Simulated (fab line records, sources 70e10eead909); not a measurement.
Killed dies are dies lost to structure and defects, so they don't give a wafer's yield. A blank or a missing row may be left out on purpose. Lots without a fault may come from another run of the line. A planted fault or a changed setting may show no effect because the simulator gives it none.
fab line records | flow nand_harc
record lots=6 wafers=18 last_day=30
route steps=1302 shown A_CHANNEL_HOLE_D1@486 A_CHANNEL_FILL_D1@490 END@1302
lots that met no fault: from a run of the same line without faults
start_h: hours from the record's first day to the start of the lot's first wafer shown | wait_h: hours since the lot's step before | " the same as in the row above | L1.1+2: a row that stands for several wafers | - no value, or no start given | * or withheld: withheld | < > ~ a bound
route shown NAME@n: a module of which the file shows steps, and the number in the route of the first | usual: mean/standard deviation of fault-free wafers | same: alike in all rows | chamber/n: place in a boat | sites: the reading at each site | _std_site: their standard deviation | _edge_site: outer sites' mean less inner sites' | radius_mm: how far each site lies from the wafer's centre | mask NAME#n: copy n | behind: the tool/chamber that last shaped the wafer | hold: why the lot was held/for how many hours/how that ended | device: the transistor (n, p or np) that didn't switch | end of line: the same wafers' tests at the end of the route | a step without rows: its recipe alone | killed: dies lost to structure and defects at the first sort, not the wafer's yield | map: a wafer's dies, x killed, . not, _ none there
set.NAME: the setting as run; set.NAME@STEP: as run at that earlier step | model.NAME: the simulator's own value behind a step, which no gauge read
lots at some steps of the route; a table a step, a row a wafer
services: from which hour (start_h, from the record's first day; less than 0 if before it) a tool's chamber was out of use, for how many hours, and why
## steps
# step NHARC_A_CHANNEL_HOLE_D1_SRD_29
# step NHARC_A_CHANNEL_HOLE_D1_CD_MEAS_30
# usual cd_nm=89.7/1.1
# columns lot.wafer tool chamber start_h wait_h cd_nm
L844.3 cd_sem-01 - 281.51 - 89.4
L844.4 " - " " 89.6
L844.5 " - " " 88.5
L843.3 cd_sem-02 - 281.99 - 90.3
L843.4 " - " " 89.0
L843.5 " - " " 90.2
L847.2 cd_sem-03 - 328.35 - 88.9
L847.3 " - " " 89.2
L847.5 " - " " 90.3
L848.2 cd_sem-01 - 336.38 - 90.2
L848.3 " - " " 89.8
L848.4 " - " " 89.0
L849.2 cd_sem-03 - 345.00 - 88.6
L849.3 " - " " 90.5
L849.6 " - " " 91.0
L852.1 cd_sem-03 - 359.60 - 88.4
L852.5 " - " " 90.0
L852.6 " - " " 87.7
# step NHARC_A_CHANNEL_HOLE_D1_XSEM_31
# recipe landing_energy_ev=35000
# usual bot_cd_nm=74.4/1.3 bow_nm=8.62/0.28 tilt_deg=0.07/0.033
# columns lot.wafer tool chamber start_h wait_h bot_cd_nm bow_nm tilt_deg
L844.3 xsem-01 0 281.60 0.1 73.4 8.42 0.06
L844.4 " 0 " " 75.0 8.43 0.06
L844.5 " 0 " " 72.5 8.39 0.05
L843.3 xsem-02 0 282.08 0.1 74.8 8.41 0.06
L843.4 " 0 " " 72.6 8.38 0.06
L843.5 " 0 " " 74.0 8.43 0.06
L847.2 xsem-01 0 328.44 0.1 72.7 8.40 0.02
L847.3 " 0 " " 73.7 8.37 0.02
L847.5 " 0 " " 74.7 8.42 0.02
L848.2 xsem-01 0 336.47 0.1 75.3 8.75 0.09
L848.3 " 0 " " 75.2 8.68 0.09
L848.4 " 0 " " 74.0 8.70 0.09
L849.2 xsem-01 0 345.09 0.1 74.1 8.48 0.00
L849.3 " 0 " " 76.7 8.46 0.00
L849.6 " 0 " " 76.5 8.44 0.00
L852.1 xsem-02 0 359.69 0.1 73.1 9.08 0.03
L852.5 " 0 " " 74.2 9.02 0.03
L852.6 " 0 " " 71.8 9.04 0.03
# step NHARC_A_CHANNEL_HOLE_D1_INSPECT_40
# usual raw_defect_count=73/24
# columns lot.wafer tool chamber start_h wait_h raw_defect_count
L844.3 defect_inspect-02 - 281.69 - 42
L844.4 " - " " 29
L844.5 " - " " 40
L843.3 defect_inspect-02 - 282.18 - 130
L843.4 " - " " 116
L843.5 " - " " 115
L847.2 defect_inspect-02 - 328.53 - 55
L847.3 " - " " 34
L847.5 " - " " 44
L848.2 defect_inspect-02 - 336.56 - 88
L848.3 " - " " 94
L848.4 " - " " 115
L849.2 defect_inspect-02 - 345.19 - 63
L849.3 " - " " 101
L849.6 " - " " 107
L852.1 defect_inspect-02 - 359.79 - 79
L852.5 " - " " 89
L852.6 " - " " 90
# step NHARC_A_CHANNEL_FILL_D1_PRECLEAN_00
# recipe time_s=* temp_c=50 bath_age_min=0 chemistry=SC1
# step NHARC_A_CHANNEL_FILL_D1_SRD_01
# step NHARC_A_CHANNEL_FILL_D1_ALD_02
# recipe target_thk_a=60 pulse_time_s=10 ald_cycles=60 temp_c=300 material=SiO2
# usual heater_power_w=432/47 precursor_pulse_height_rel=1.003/0.02
# columns lot.wafer tool chamber start_h wait_h heater_power_w precursor_pulse_height_rel
L844.4 ald_hk-01 3 281.89 - 460 0.990
L844.3 " 0 " " 426 1.024
L844.5 " 0 " " 442 1.002
L843.3 ald_hk-02 1 282.44 - 346 0.965
L843.4 " 3 " " 452 0.998
L843.5 " 1 " " 352 1.009
L847.2 ald_hk-02 1 328.72 - 347 1.019
L847.3 " 0 " " 427 0.996
L847.5 " 2 " " 486 0.988
L848.3 ald_hk-02 2 336.75 - 480 0.997
L848.4 " 3 " " 460 0.980
L848.2 " 1 " " 347 1.017
L849.2 ald_hk-04 0 345.38 - 502 0.989
L849.3 " 3 " " 382 0.989
L849.6 " 1 " " 482 0.990
L852.1 ald_hk-01 1 360.21 - 354 1.040
L852.5 " 2 " " 390 0.970
L852.6 " 3 " " 430 0.985
# step NHARC_A_CHANNEL_FILL_D1_ALD_03
# recipe target_thk_a=60 pulse_time_s=60 ald_cycles=58 temp_c=630 pressure_torr=2 material=SiNx
# usual precursor_pulse_height_rel=1.000/0.021
# columns lot.wafer tool chamber start_h wait_h precursor_pulse_height_rel
L843.3 ald_sin_batch-03 0 - - 0.968
L843.4 " 0 " " 0.966
L843.5 " 0 " " 1.002
L844.3 ald_sin_batch-03 0 - - 1.018
L844.4 " 0 " " 0.980
L844.5 " 0 " " 1.002
L847.2 ald_sin_batch-02 0 - - 0.994
L847.3 " 0 " " 0.981
L847.5 " 0 " " 0.989
L848.2 ald_sin_batch-02 0 - - 1.013
L848.3 " 0 " " 1.013
L848.4 " 0 " " 0.974
L849.2 ald_sin_batch-02 0 - - 1.011
L849.3 " 0 " " 1.023
L849.6 " 0 " " 0.986
L852.1 ald_sin_batch-02 0 - - 1.028
L852.5 " 0 " " 0.962
L852.6 " 0 " " 0.999
# step NHARC_A_CHANNEL_FILL_D1_ALD_14
# recipe target_thk_a=25 pulse_time_s=10 ald_cycles=25 temp_c=300 material=SiO2
# usual heater_power_w=425/50 precursor_pulse_height_rel=0.997/0.021
# columns lot.wafer tool chamber start_h wait_h heater_power_w precursor_pulse_height_rel
L844.3 ald_hk-04 2 289.00 0.1 426 1.016
L844.4 " 3 " " 387 1.000
L844.5 " 1 " " 482 0.992
L843.4 ald_hk-04 3 289.18 0.3 381 0.998
L843.3 " 0 " " 473 1.004
L843.5 " 2 " " 428 1.025
L847.3 ald_hk-02 3 335.79 0.1 467 1.000
L847.2 " 0 " " 436 0.970
L847.5 " 1 " " 360 0.994
L848.3 ald_hk-02 2 344.15 0.0 482 0.979
L848.4 " 3 " " 455 0.998
L848.2 " 0 " " 438 1.027
L849.3 ald_hk-04 1 350.57 0.1 480 0.990
L849.2 " 2 " " 421 0.959
L849.6 " 1 " " 478 1.014
L852.1 ald_hk-02 0 368.68 1.7 420 0.987
L852.6 " 1 " " 319 0.949
L852.5 " 2 " " 470 0.992
# step NHARC_A_CHANNEL_FILL_D1_ALD_15
# recipe target_thk_a=20 pulse_time_s=60 ald_cycles=19 temp_c=630 pressure_torr=2 material=SiNx
# step NHARC_A_CHANNEL_FILL_D1_ALD_16
# recipe target_thk_a=15 pulse_time_s=10 ald_cycles=15 temp_c=300 material=SiO2
# step NHARC_A_CHANNEL_FILL_D1_ANNEAL_17
# recipe temp_c=850 time_s=1800
# step NHARC_A_CHANNEL_FILL_D1_CVD_18
# recipe target_thk_a=30 temp_c=550 material=poly-Si
# usual spike_tc_bottom_C=573.1/2.2 spike_tc_centre_C=550.9/1.2 tube_center_temp_C=549.99/0.048
# columns lot.wafer tool chamber start_h wait_h spike_tc_bottom_C spike_tc_centre_C tube_center_temp_C
L843.3 lpcvd_poly-04 - 304.07 - - - -
L843.4 " - " " - - -
L843.5 " - " " - - -
L844.3 lpcvd_poly-04 - 304.07 - - - -
L844.4 " - " " - - -
L844.5 " - " " - - -
L847.2 lpcvd_poly-02 0 353.07 - 568.6 552.0 550.02
L847.3 " 0 " " 570.0 549.4 549.99
L847.5 " 0 " " 568.4 551.2 549.99
L848.2 lpcvd_poly-03 0 360.97 - 575.3 549.0 549.99
L848.3 " 0 " " 573.6 549.1 550.02
L848.4 " 0 " " 575.0 552.2 550.03
L849.2 lpcvd_poly-03 0 366.10 - 574.9 548.9 549.99
L849.3 " 0 " " 575.1 550.6 550
L849.6 " 0 " " 575.4 549.9 549.95
L852.1 lpcvd_poly-04 0 383.72 - 573.8 550.7 550.01
L852.5 " 0 " " 572.8 551.7 550.01
L852.6 " 0 " " 572.4 553.6 550.02
# step NHARC_A_CHANNEL_FILL_D1_ETCHBACK_19
# recipe target_depth_a=50 time_s=1.7 hbr_flow_sccm=150 cl2_flow_sccm=50 rf_w=400 icp_w=400 bias_w=100 chemistry=HBr/Cl2
# usual bias_w=100.0/0.31 drypump_motor_current_A=6.0/0.39 oes_product_au=0.999/0.011 throttle_valve_pct=26.406/0.0085
# columns lot.wafer tool chamber start_h wait_h bias_w drypump_motor_current_A oes_product_au rf_hours_counter_h throttle_valve_pct
L844.3 rie_si-04 1 306.12 0.4 99.6 6.6 1.017 1.1 26.407
L844.4 " 0 " " 99.7 5.8 0.971 1.0 26.407
L844.5 " 1 " " 100.1 6.6 1.011 - 26.401
L843.3 rie_si-03 1 306.14 0.4 100.0 6.2 0.999 0.2 26.405
L843.4 " 2 " " 100.2 5.8 0.987 0.2 26.409
L843.5 " 0 " " 100.1 5.7 0.997 - 26.425
L847.2 rie_si-04 0 355.15 0.4 100.0 5.9 0.993 0.1 26.396
L847.3 " 1 " " 100.2 6.6 1.000 0.0 26.410
L847.5 " 1 " " 100.5 6.6 0.999 - 26.406
L848.2 rie_si-03 3 363.04 0.4 100.3 6.2 1.001 0.8 26.405
L848.3 " 1 " " 100.4 6.2 1.005 0.5 26.404
L848.4 " 2 " " 100.1 5.9 0.990 0.6 26.410
L849.2 rie_si-04 3 368.17 0.4 99.3 6.1 0.992 0.1 26.411
L849.3 " 0 " " 99.4 5.9 0.990 0.1 26.402
L849.6 " 0 " " 100.1 5.8 0.994 - 26.384
L852.1 rie_si-03 3 385.85 0.4 100.3 6.2 1.018 0.9 26.413
L852.5 " 0 " " 99.5 5.7 1.005 - 26.427
L852.6 " 1 " " 100.7 6.2 1.012 - 26.413
# step NHARC_END_SORT_01
# recipe temp_c=25
# usual killed_at_array=55/22 killed_at_other=1.1/1.4 killed_at_periphery=4/3.2 killed_dies=59/22 killed_open=3.3/1.8 killed_short=2.5/1.5
# same gross_dies=677
# columns lot.wafer tool chamber start_h wait_h killed_at_array killed_at_other killed_at_periphery killed_dies killed_open killed_short
L844.3 prober-02 0 654.66 3.1 666 1 10 677 3 2
L844.4 prober-02 0 655.46 3.4 672 0 5 677 4 2
L844.5 prober-02 0 656.26 3.7 670 1 6 677 6 3
L843.3 prober-02 0 662.49 3.1 673 0 4 677 2 2
L843.4 prober-02 0 663.30 3.4 672 0 5 677 2 2
L843.5 prober-02 0 664.11 3.7 670 0 7 677 5 2
# killed by level:class
L844.3 A_CHANNEL_FILL_D1:area_cvd=634 A_CHANNEL_HOLE_D2:chamber_film_flake=14 A_CHANNEL_HOLE_D1:chamber_film_flake=5 A_CONTACT:chamber_film_flake=5 P_CONTACT:geometric_particle:open=3 A_SLIT:chamber_film_flake=3 P_GATE:chamber_film_flake=2 P_M1:chamber_film_flake=2
L844.4 A_CHANNEL_FILL_D1:area_cvd=633 A_CHANNEL_HOLE_D2:chamber_film_flake=15 A_STAIRCASE:chamber_film_flake=8 A_CHANNEL_HOLE_D1:chamber_film_flake=6 P_GATE:chamber_film_flake=2 A_DECK1_JOINT:chamber_film_flake=2 A_DECK1_JOINT:geometric_particle:short=1 A_DECK1_JOINT:geometric_particle:open=1
L844.5 A_CHANNEL_FILL_D1:area_cvd=630 A_CHANNEL_HOLE_D2:chamber_film_flake=21 A_CHANNEL_HOLE_D1:chamber_film_flake=5 A_CONTACT:chamber_film_flake=4 A_STAIRCASE:chamber_film_flake=3 P_CONTACT:geometric_particle:open=2 P_STI:chamber_film_flake=2 A_DECK1_JOINT:geometric_particle:open=1
L843.3 A_CHANNEL_FILL_D1:area_cvd=622 A_SLIT:chamber_film_flake=23 A_CHANNEL_HOLE_D2:chamber_film_flake=13 A_CHANNEL_HOLE_D1:chamber_film_flake=11 A_ONON_D2:geometric_particle:short=2 A_STAIRCASE:chamber_film_flake=2 P_GATE:geometric_particle:open=1 P_M0:geometric_particle:open=1
L843.4 A_CHANNEL_FILL_D1:area_cvd=588 A_SLIT:chamber_film_flake=35 A_CHANNEL_HOLE_D1:chamber_film_flake=31 A_CHANNEL_HOLE_D2:chamber_film_flake=9 A_STAIRCASE:chamber_film_flake=6 P_CONTACT:geometric_particle:open=1 P_M1:geometric_particle:short=1 A_ONON_D1:geometric_particle:open=1
L843.5 A_CHANNEL_FILL_D1:area_cvd=605 A_SLIT:chamber_film_flake=28 A_CHANNEL_HOLE_D1:chamber_film_flake=23 A_CHANNEL_HOLE_D2:chamber_film_flake=8 A_ONON_D2:geometric_particle:open=2 P_CONTACT:chamber_film_flake=2 A_STAIRCASE:chamber_film_flake=2 P_GATE:geometric_particle:short=1
# map L843.3 (x killed, . not)
____________x____________
_________xxxxxxx_________
_______xxxxxxxxxxx_______
______xxxxxxxxxxxxx______
_____xxxxxxxxxxxxxxx_____
____xxxxxxxxxxxxxxxxx____
____xxxxxxxxxxxxxxxxx____
___xxxxxxxxxxxxxxxxxxx___
___xxxxxxxxxxxxxxxxxxx___
__xxxxxxxxxxxxxxxxxxxxx__
__xxxxxxxxxxxxxxxxxxxxx__
_xxxxxxxxxxxxxxxxxxxxxxx_
_xxxxxxxxxxxxxxxxxxxxxxx_
_xxxxxxxxxxxxxxxxxxxxxxx_
_xxxxxxxxxxxxxxxxxxxxxxx_
_xxxxxxxxxxxxxxxxxxxxxxx_
xxxxxxxxxxxxxxxxxxxxxxxxx
xxxxxxxxxxxxxxxxxxxxxxxxx
xxxxxxxxxxxxxxxxxxxxxxxxx
xxxxxxxxxxxxxxxxxxxxxxxxx
xxxxxxxxxxxxxxxxxxxxxxxxx
_xxxxxxxxxxxxxxxxxxxxxxx_
_xxxxxxxxxxxxxxxxxxxxxxx_
_xxxxxxxxxxxxxxxxxxxxxxx_
_xxxxxxxxxxxxxxxxxxxxxxx_
_xxxxxxxxxxxxxxxxxxxxxxx_
__xxxxxxxxxxxxxxxxxxxxx__
__xxxxxxxxxxxxxxxxxxxxx__
___xxxxxxxxxxxxxxxxxxx___
___xxxxxxxxxxxxxxxxxxx___
____xxxxxxxxxxxxxxxxx____
____xxxxxxxxxxxxxxxxx____
_____xxxxxxxxxxxxxxx_____
______xxxxxxxxxxxxx______
_______xxxxxxxxxxx_______
_________xxxxxxx_________
____________x____________
# map L844.3 (x killed, . not)
____________x____________
_________xxxxxxx_________
_______xxxxxxxxxxx_______
______xxxxxxxxxxxxx______
_____xxxxxxxxxxxxxxx_____
____xxxxxxxxxxxxxxxxx____
____xxxxxxxxxxxxxxxxx____
___xxxxxxxxxxxxxxxxxxx___
___xxxxxxxxxxxxxxxxxxx___
__xxxxxxxxxxxxxxxxxxxxx__
__xxxxxxxxxxxxxxxxxxxxx__
_xxxxxxxxxxxxxxxxxxxxxxx_
_xxxxxxxxxxxxxxxxxxxxxxx_
_xxxxxxxxxxxxxxxxxxxxxxx_
_xxxxxxxxxxxxxxxxxxxxxxx_
_xxxxxxxxxxxxxxxxxxxxxxx_
xxxxxxxxxxxxxxxxxxxxxxxxx
xxxxxxxxxxxxxxxxxxxxxxxxx
xxxxxxxxxxxxxxxxxxxxxxxxx
xxxxxxxxxxxxxxxxxxxxxxxxx
xxxxxxxxxxxxxxxxxxxxxxxxx
_xxxxxxxxxxxxxxxxxxxxxxx_
_xxxxxxxxxxxxxxxxxxxxxxx_
_xxxxxxxxxxxxxxxxxxxxxxx_
_xxxxxxxxxxxxxxxxxxxxxxx_
_xxxxxxxxxxxxxxxxxxxxxxx_
__xxxxxxxxxxxxxxxxxxxxx__
__xxxxxxxxxxxxxxxxxxxxx__
___xxxxxxxxxxxxxxxxxxx___
___xxxxxxxxxxxxxxxxxxx___
____xxxxxxxxxxxxxxxxx____
____xxxxxxxxxxxxxxxxx____
_____xxxxxxxxxxxxxxx_____
______xxxxxxxxxxxxx______
_______xxxxxxxxxxx_______
_________xxxxxxx_________
____________x____________
## services
# columns tool chamber start_h hours kind
ald_sin_batch-02 - 266.00 26.0 pm
ald_hk-04 0 267.16 - clean
ald_hk-04 1 267.16 - clean
ald_hk-04 2 267.16 - clean
ald_hk-04 3 267.16 - clean
ald_hk-01 - 297.98 10.0 pm
rie_si-04 3 317.08 17.8 repair
rie_si-04 - 342.00 9.0 pm
rie_si-04 0 342.00 9.0 vent_cycle
rie_si-04 1 342.00 9.0 vent_cycle
rie_si-04 2 342.00 9.0 vent_cycle
rie_si-04 3 342.00 9.0 vent_cycle
ald_hk-02 0 350.82 10.0 vent_cycle
ald_hk-02 1 350.82 10.0 vent_cycle
rie_si-04 0 351.00 - clean
rie_si-04 1 351.00 - clean
rie_si-04 2 351.00 - clean
ald_hk-04 - 354.71 0.7 repair
ald_hk-02 0 360.82 - clean
ald_hk-02 1 360.82 - clean
ald_hk-02 2 360.82 - clean
ald_hk-02 3 360.82 - clean
ald_hk-04 - 361.54 0.7 repair
xsem-01 - 374.00 14.0 pm
## key
first_sign step=NHARC_A_CHANNEL_FILL_D1_CVD_18 reading=tool_record direction=missing
effect step=NHARC_END_SORT_01 reading=killed_dies direction=up sigmas=28 usual=59 struck=677
more_kills_born_at NHARC_A_CHANNEL_FILL_D1_CVD_18@lpcvd_poly-04=3712
met_at NHARC_A_CHANNEL_FILL_D1_CVD_18
struck_wafers L843.3,L843.4,L843.5,L844.3,L844.4,L844.5
later_rows_left_out L843.3,L843.4,L843.5,L844.3,L844.4,L844.5
tester_left_out L843,L844
fault kind=skipped_step_whole tool=lpcvd_poly-03,lpcvd_poly-04 chamber=- onset_h=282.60 steps=NHARC_A_CHANNEL_FILL_D1_CVD_18 scope=struck_lots_only
# tester_left_out: of these lots the tester's yield and bins aren't shown, on N5 and GAA mostly nor the transistor test; their killed dies are dies lost to structure and defects alone, not to doping, threshold or leakage, so they don't give the yield
# later_rows_left_out: the simulator's readings of these wafers behind a module that went badly wrong aren't trusted and aren't shown, but for the sort
